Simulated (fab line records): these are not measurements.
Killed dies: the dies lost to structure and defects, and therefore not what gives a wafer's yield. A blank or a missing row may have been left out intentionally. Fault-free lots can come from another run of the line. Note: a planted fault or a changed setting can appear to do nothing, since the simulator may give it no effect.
Chamber matching / flow nand_harc / 4 sister chambers for NHARC_A_STAIRCASE_TRIM_220 on rie_diel-03
The step chemistry O2, time 211.2 s. 18 wafers are shown with their chamber, then 9 later ones without.

## WAFERS, EACH WITH ITS CHAMBER
wafer=L077.2; chamber=1; showerhead_plenum_p_Torr (Torr)=3.44; drypump_motor_current_A (A)=5.7; oes_product_au (a.u.)=1.002
wafer=L077.3; chamber=0; showerhead_plenum_p_Torr (Torr)=3.61; drypump_motor_current_A (A)=5.7; oes_product_au (a.u.)=1.004
wafer=L077.4; chamber=2; showerhead_plenum_p_Torr (Torr)=3.62; drypump_motor_current_A (A)=5.5; oes_product_au (a.u.)=1.020
wafer=L082.1; chamber=3; showerhead_plenum_p_Torr (Torr)=3.49; drypump_motor_current_A (A)=5.6; oes_product_au (a.u.)=0.975
wafer=L082.3; chamber=1; showerhead_plenum_p_Torr (Torr)=3.43; drypump_motor_current_A (A)=5.7; oes_product_au (a.u.)=0.997
wafer=L082.6; chamber=2; showerhead_plenum_p_Torr (Torr)=3.61; drypump_motor_current_A (A)=5.5; oes_product_au (a.u.)=1.004
wafer=L089.2; chamber=3; showerhead_plenum_p_Torr (Torr)=3.48; drypump_motor_current_A (A)=5.6; oes_product_au (a.u.)=0.990
wafer=L089.3; chamber=1; showerhead_plenum_p_Torr (Torr)=3.43; drypump_motor_current_A (A)=5.7; oes_product_au (a.u.)=0.998
wafer=L089.6; chamber=1; showerhead_plenum_p_Torr (Torr)=3.43; drypump_motor_current_A (A)=5.6; oes_product_au (a.u.)=1.000
wafer=L086.1; chamber=0; showerhead_plenum_p_Torr (Torr)=3.59; drypump_motor_current_A (A)=5.7; oes_product_au (a.u.)=1.011
wafer=L086.3; chamber=3; showerhead_plenum_p_Torr (Torr)=3.48; drypump_motor_current_A (A)=5.6; oes_product_au (a.u.)=0.998
wafer=L086.5; chamber=3; showerhead_plenum_p_Torr (Torr)=3.48; drypump_motor_current_A (A)=5.6; oes_product_au (a.u.)=1.000
wafer=L088.1; chamber=2; showerhead_plenum_p_Torr (Torr)=3.61; drypump_motor_current_A (A)=5.5; oes_product_au (a.u.)=1.017
wafer=L088.3; chamber=3; showerhead_plenum_p_Torr (Torr)=3.48; drypump_motor_current_A (A)=5.6; oes_product_au (a.u.)=0.988
wafer=L088.5; chamber=0; showerhead_plenum_p_Torr (Torr)=3.59; drypump_motor_current_A (A)=5.7; oes_product_au (a.u.)=1.003
wafer=L090.1; chamber=0; showerhead_plenum_p_Torr (Torr)=3.59; drypump_motor_current_A (A)=5.7; oes_product_au (a.u.)=1.004
wafer=L090.2; chamber=2; showerhead_plenum_p_Torr (Torr)=3.60; drypump_motor_current_A (A)=5.5; oes_product_au (a.u.)=1.010
wafer=L090.6; chamber=2; showerhead_plenum_p_Torr (Torr)=3.61; drypump_motor_current_A (A)=5.5; oes_product_au (a.u.)=1.010

SIGNATURES (averages over the wafers above)
reading=showerhead_plenum_p_Torr; chamber 0=3.5950; chamber 1=3.4325; chamber 2=3.6100; chamber 3=3.4820; scatter within a chamber=0.00684
reading=drypump_motor_current_A; chamber 0=5.700; chamber 1=5.675; chamber 2=5.500; chamber 3=5.600; scatter within a chamber=0.0231
reading=oes_product_au; chamber 0=1.00550; chamber 1=0.99925; chamber 2=1.01220; chamber 3=0.99020; scatter within a chamber=0.0066
Rule: a wafer's distance from a chamber is the root of the sum, over the readings, of the square of ((its reading less the chamber's mean) divided by the reading's scatter). The wafer belongs to the nearest chamber; if the next one is less than 2 further off, it can't be placed. The scatter: take each reading less its chamber's mean, square it, sum over the shown wafers, divide by the number of wafers less the number of chambers, and take the root.

## WAFERS WITHOUT THEIR CHAMBER
wafer=L091.2; showerhead_plenum_p_Torr (Torr)=3.42; drypump_motor_current_A (A)=5.6; oes_product_au (a.u.)=0.983
wafer=L091.3; showerhead_plenum_p_Torr (Torr)=3.59; drypump_motor_current_A (A)=5.7; oes_product_au (a.u.)=1.006
wafer=L091.4; showerhead_plenum_p_Torr (Torr)=3.61; drypump_motor_current_A (A)=5.5; oes_product_au (a.u.)=0.999
wafer=L092.4; showerhead_plenum_p_Torr (Torr)=3.42; drypump_motor_current_A (A)=5.7; oes_product_au (a.u.)=0.991
wafer=L092.5; showerhead_plenum_p_Torr (Torr)=3.48; drypump_motor_current_A (A)=5.6; oes_product_au (a.u.)=0.998
wafer=L092.6; showerhead_plenum_p_Torr (Torr)=3.60; drypump_motor_current_A (A)=5.5; oes_product_au (a.u.)=1.019
wafer=L095.2; showerhead_plenum_p_Torr (Torr)=3.60; drypump_motor_current_A (A)=5.5; oes_product_au (a.u.)=1.023
wafer=L095.4; showerhead_plenum_p_Torr (Torr)=3.58; drypump_motor_current_A (A)=5.7; oes_product_au (a.u.)=1.009
wafer=L095.6; showerhead_plenum_p_Torr (Torr)=3.60; drypump_motor_current_A (A)=5.5; oes_product_au (a.u.)=1.013

## EACH ONE'S CHAMBER
wafer=L091.2; from the rows above=1; in truth=1
wafer=L091.3; from the rows above=0; in truth=0
wafer=L091.4; from the rows above=2; in truth=2
wafer=L092.4; from the rows above=1; in truth=1
wafer=L092.5; from the rows above=3; in truth=3
wafer=L092.6; from the rows above=2; in truth=2
wafer=L095.2; from the rows above=2; in truth=2
wafer=L095.4; from the rows above=0; in truth=0
wafer=L095.6; from the rows above=2; in truth=2
Correct placement for 9 of the 9. Left unplaced by these rows: 0. Wrongly placed: 0.
